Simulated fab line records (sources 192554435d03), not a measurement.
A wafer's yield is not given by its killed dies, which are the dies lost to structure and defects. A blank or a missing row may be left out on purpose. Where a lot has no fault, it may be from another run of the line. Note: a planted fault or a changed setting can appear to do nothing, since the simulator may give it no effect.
Which tool did it? -- flow n5_finfet -- 24 lots with 72 wafers sampled at 4 steps, on a route of 1938 steps

WHAT THE GAUGES SHOWED, per wafer
N5_HKMG_FIN_INSPECT_28: inspects for defects (darkfield). Usual: raw_defect_count at 44, with a standard deviation of 17.
lot,measured,on,raw_defect_count,flag
L074,day 4 08:38,defect_inspect-01,39 36 18,
L075,day 4 13:53,defect_inspect-02,41 24 24,
L076,day 4 20:10,defect_inspect-02,70 64 70,
L077,day 5 04:48,defect_inspect-01,20 27 36,
L078,day 5 07:56,defect_inspect-01,33 50 46,
L079,day 5 18:50,defect_inspect-02,28 37 69,
L080,day 5 19:34,defect_inspect-02,71 78 58,
L081,day 6 04:17,defect_inspect-02,53 61 66,
L082,day 6 10:01,defect_inspect-01,35 48 71,
L083,day 6 15:53,defect_inspect-02,28 37 44,
L084,day 7 00:51,defect_inspect-02,42 23 35,
L085,day 7 01:25,defect_inspect-02,44 84 73,
L086,day 7 08:47,defect_inspect-01,22 52 32,
L087,day 7 14:08,defect_inspect-01,33 27 44,
L088,day 7 22:10,defect_inspect-02,46 75 66,
L089,day 8 03:39,defect_inspect-02,31 26 58,
L090,day 8 07:44,defect_inspect-01,44 23 20,
L091,day 8 16:45,defect_inspect-02,63 39 49,
L093,day 9 02:00,defect_inspect-01,25 55 50,
L092,day 9 03:04,defect_inspect-01,36 59 22,
L094,day 9 08:23,defect_inspect-02,14 18 38,
L095,day 9 16:27,defect_inspect-01,39 34 41,
L096,day 9 21:24,defect_inspect-01,50 60 78,
L097,day 10 02:32,defect_inspect-02,20 30 13,

WHICH TOOL RAN EACH LOT (tool, then ch and the chambers of the sampled wafers, then the start)
lot,N5_HKMG_FIN_STRIP_89,N5_HKMG_FIN_ALD_71,N5_HKMG_FIN_CMP_23
L074,"rie_diel-02 ch 1,2,3, day 4 05:31","ald_metal-04 ch 2,3, day 4 06:12","cmp-01 ch 1,2,3, day 4 07:55"
L075,"rie_diel-04 ch 0,2, day 4 10:46","ald_metal-04 ch 0,2, day 4 11:26","cmp-01 ch 0,1,2, day 4 13:20"
L076,"rie_diel-04 ch 0,1,3, day 4 17:09","ald_metal-03 ch 0,1, day 4 17:49","cmp-01 ch 0,3, day 4 19:31"
L077,"rie_diel-02 ch 0,3, day 5 01:36","ald_metal-04 ch 1,3, day 5 02:16","cmp-03 ch 1,2, day 5 04:05"
L078,"rie_diel-02 ch 1,2, day 5 04:42","ald_metal-03 ch 0,1,3, day 5 05:36","cmp-03 ch 0,2,3, day 5 07:28"
L079,"rie_diel-01 ch 0,3, day 5 15:29","ald_metal-02 ch 0,1,3, day 5 16:22","cmp-03 ch 1,3, day 5 18:07"
L080,"rie_diel-01 ch 0,2,3, day 5 16:17","ald_metal-02 ch 0,1,3, day 5 16:58","cmp-01 ch 0,1,2, day 5 18:51"
L081,"rie_diel-01 ch 0,2, day 6 01:09","ald_metal-02 ch 1,2, day 6 01:49","cmp-01 ch 0,1,3, day 6 03:44"
L082,"rie_diel-02 ch 0,1,3, day 6 07:01","ald_metal-03 ch 0,2,3, day 6 07:48","cmp-01 ch 0,1, day 6 09:18"
L083,"rie_diel-01 ch 0,2, day 6 12:53","ald_metal-04 ch 2,3, day 6 13:34","cmp-01 ch 0,3, day 6 15:16"
L084,"rie_diel-04 ch 2,3, day 6 21:50","ald_metal-03 ch 2,3, day 6 22:31","cmp-01 ch 0,1,2, day 7 00:08"
L085,"rie_diel-01 ch 0,1,3, day 6 22:23","ald_metal-04 ch 0,2,3, day 6 23:04","cmp-04 ch 0,1,3, day 7 00:41"
L086,"rie_diel-01 ch 0,2,3, day 7 05:26","ald_metal-03 ch 0,2,3, day 7 06:22","cmp-04 ch 0,1,3, day 7 08:05"
L087,"rie_diel-04 ch 0,2, day 7 11:01","ald_metal-04 ch 2,3, day 7 11:41","cmp-04 ch 0,1,2, day 7 13:35"
L088,"rie_diel-02 ch 1,2, day 7 19:07","ald_metal-02 ch 0,1,3, day 7 19:48","cmp-01 ch 0,3, day 7 21:28"
L089,"rie_diel-01 ch 0,2, day 8 00:37","ald_metal-04 ch 1,3, day 8 01:17","cmp-04 ch 0,2,3, day 8 03:06"
L090,"rie_diel-04 ch 1,2,3, day 8 04:43","ald_metal-02 ch 0,2, day 8 05:24","cmp-03 ch 0,2,3, day 8 07:11"
L091,"rie_diel-04 ch 1,3, day 8 13:35","ald_metal-02 ch 0,3, day 8 14:15","cmp-03 ch 0,1,3, day 8 16:02"
L093,"rie_diel-01 ch 0,1,2, day 8 22:52","ald_metal-02 ch 0,1,3, day 8 23:36","cmp-04 ch 0,3, day 9 01:17"
L092,"rie_diel-04 ch 0,2,3, day 8 23:48","ald_metal-04 ch 0,1, day 9 00:29","cmp-03 ch 0,1,2, day 9 02:30"
L094,"rie_diel-02 ch 0,2, day 9 05:22","ald_metal-03 ch 1,2, day 9 06:02","cmp-04 ch 1,3, day 9 07:40"
L095,"rie_diel-04 ch 0,1,2, day 9 13:17","ald_metal-03 ch 0,1, day 9 13:58","cmp-01 ch 1,3, day 9 15:49"
L096,"rie_diel-04 ch 1,2, day 9 18:24","ald_metal-03 ch 1,2,3, day 9 19:05","cmp-03 ch 1,2,3, day 9 20:41"
L097,"rie_diel-04 ch 0,3, day 9 23:31","ald_metal-02 ch 1,3, day 10 00:11","cmp-03 ch 0,1,3, day 10 01:59"
- N5_HKMG_FIN_STRIP_89: strips SOC in N2/H2, time 20 s.
- N5_HKMG_FIN_ALD_71: deposits TiN, target thk 1 nm, pulse time 1 s, purge time 3 s.
- N5_HKMG_FIN_CMP_23: polishes, stops on SiNx, t overpolish 10 s, target thk 46.326 nm.

AS READ BY THE TOOLS THEMSELVES (means over the sampled wafers that have a number; for cases with no such wafer, the mark the record gives instead)
N5_HKMG_FIN_STRIP_89. Usual: drypump_motor_current_A 5.7 A, standard deviation 0.47; oes_product_au 0.82 a.u., standard deviation 0.068; rf_vpp_V 54.2 V, standard deviation 0.77; showerhead_plenum_p_Torr 3.32 Torr, standard deviation 0.091; throttle_valve_pct 19.0 %, standard deviation 0.5.
lot,tool,drypump_motor_current_A (A),oes_product_au (a.u.),rf_vpp_V (V),showerhead_plenum_p_Torr (Torr),throttle_valve_pct (%),flag
L074,rie_diel-02,5.9,0.86,53.4,3.36,19.1,
L075,rie_diel-04,5.2,0.92,54.6,3.38,18.6,
L076,rie_diel-04,5.7,0.85,54.3,3.32,19.0,
L077,rie_diel-02,5.7,0.77,54.1,3.47,18.8,
L078,rie_diel-02,6.0,0.85,53.5,3.26,19.1,
L079,rie_diel-01,6.2,0.83,54.0,3.26,18.8,
L080,rie_diel-01,6.0,0.82,53.5,3.31,19.0,
L081,rie_diel-01,6.1,0.85,53.5,3.31,19.0,
L082,rie_diel-02,5.8,0.75,53.9,3.36,18.9,
L083,rie_diel-01,5.8,0.81,53.9,3.35,19.2,
L084,rie_diel-04,5.0,0.89,53.9,3.41,18.5,
L085,rie_diel-01,5.8,0.77,53.5,3.22,18.8,
L086,rie_diel-01,6.0,0.80,54.2,3.30,19.0,
L087,rie_diel-04,5.7,0.89,54.2,3.33,18.7,
L088,rie_diel-02,5.9,0.86,54.0,3.27,19.6,
L089,rie_diel-01,5.9,0.79,54.1,3.35,19.2,
L090,rie_diel-04,5.2,0.83,54.1,3.36,18.9,
L091,rie_diel-04,5.5,0.81,54.1,3.34,19.0,
L093,rie_diel-01,5.7,0.84,54.6,3.40,19.0,
L092,rie_diel-04,5.5,0.86,54.7,3.35,18.7,
L094,rie_diel-02,5.6,0.82,54.4,3.31,19.8,
L095,rie_diel-04,5.4,0.83,54.0,3.31,19.0,
L096,rie_diel-04,4.9,0.83,54.5,3.36,18.9,
L097,rie_diel-04,5.9,0.85,54.6,3.30,18.8,

N5_HKMG_FIN_ALD_71. Usual: heater_power_w 839 W, standard deviation 78; precursor_pulse_height_rel 1.001, standard deviation 0.02.
lot,tool,heater_power_w (W),precursor_pulse_height_rel,flag
L074,ald_metal-04,859,0.994,
L075,ald_metal-04,768,1.004,
L076,ald_metal-03,783,1.014,
L077,ald_metal-04,860,0.995,
L078,ald_metal-03,792,0.994,
L079,ald_metal-02,891,1.009,
L080,ald_metal-02,916,1.016,
L081,ald_metal-02,772,0.994,
L082,ald_metal-03,805,1.007,
L083,ald_metal-04,867,1.014,
L084,ald_metal-03,820,1.003,
L085,ald_metal-04,830,0.985,
L086,ald_metal-03,818,1.013,
L087,ald_metal-04,875,1.004,
L088,ald_metal-02,899,0.983,
L089,ald_metal-04,861,1.015,
L090,ald_metal-02,865,1.004,
L091,ald_metal-02,980,1.006,
L093,ald_metal-02,898,1.020,
L092,ald_metal-04,803,0.995,
L094,ald_metal-03,858,1.015,
L095,ald_metal-03,786,1.006,
L096,ald_metal-03,842,0.998,
L097,ald_metal-02,832,1.002,

N5_HKMG_FIN_CMP_23. Usual: motor_current_A 12.2 A, standard deviation 1.2; overpolish_run_s 9.98 s, standard deviation 0.19; time_to_endpoint_s 11.9 s, standard deviation 2.4.
lot,tool,motor_current_A (A),overpolish_run_s (s),time_to_endpoint_s (s),flag
L074,cmp-01,12.1,9.99,10.7,
L075,cmp-01,12.7,10.01,11.1,
L076,cmp-01,12.5,10.01,10.2,
L077,cmp-03,13.1,10.00,14.2,
L078,cmp-03,11.3,10.01,10.8,
L079,cmp-03,13.5,10.01,13.6,
L080,cmp-01,12.4,10.00,10.7,
L081,cmp-01,12.7,10.00,12.6,
L082,cmp-01,13.0,10.00,10.3,
L083,cmp-01,12.3,10.00,9.7,
L084,cmp-01,12.8,9.99,11.5,
L085,cmp-04,12.0,10.00,12.3,
L086,cmp-04,12.3,9.99,11.4,
L087,cmp-04,11.9,9.99,12.4,
L088,cmp-01,12.3,10.00,9.2,
L089,cmp-04,11.3,10.00,12.4,
L090,cmp-03,11.8,10.00,14.3,
L091,cmp-03,13.2,10.01,11.8,
L093,cmp-04,11.7,9.99,14.2,
L092,cmp-03,12.3,10.00,11.6,
L094,cmp-04,12.2,10.01,10.8,
L095,cmp-01,13.2,10.00,11.4,
L096,cmp-03,12.1,10.01,13.4,
L097,cmp-03,13.3,10.01,9.5,

THE ANSWER, worked out from the rows above alone
Rule: lot off if the mean of its wafers having a number is beyond 3 standard deviations from the usual mean. Also off: a lot with no number at a reading for which 4 or more lots have one. All remaining lots with rows at the step are treated as sound. Order of review: gauges by route order, followed by the tools' own readings, for which a lot's mean as printed above is used. The first step at which some lot is off is used, and at that step the reading that is off furthest; a lot without a number counts as furthest.
Across all readings shown, no lot is off: no conclusion can be drawn from this.

WHAT THE SIMULATOR HAD PUT IN
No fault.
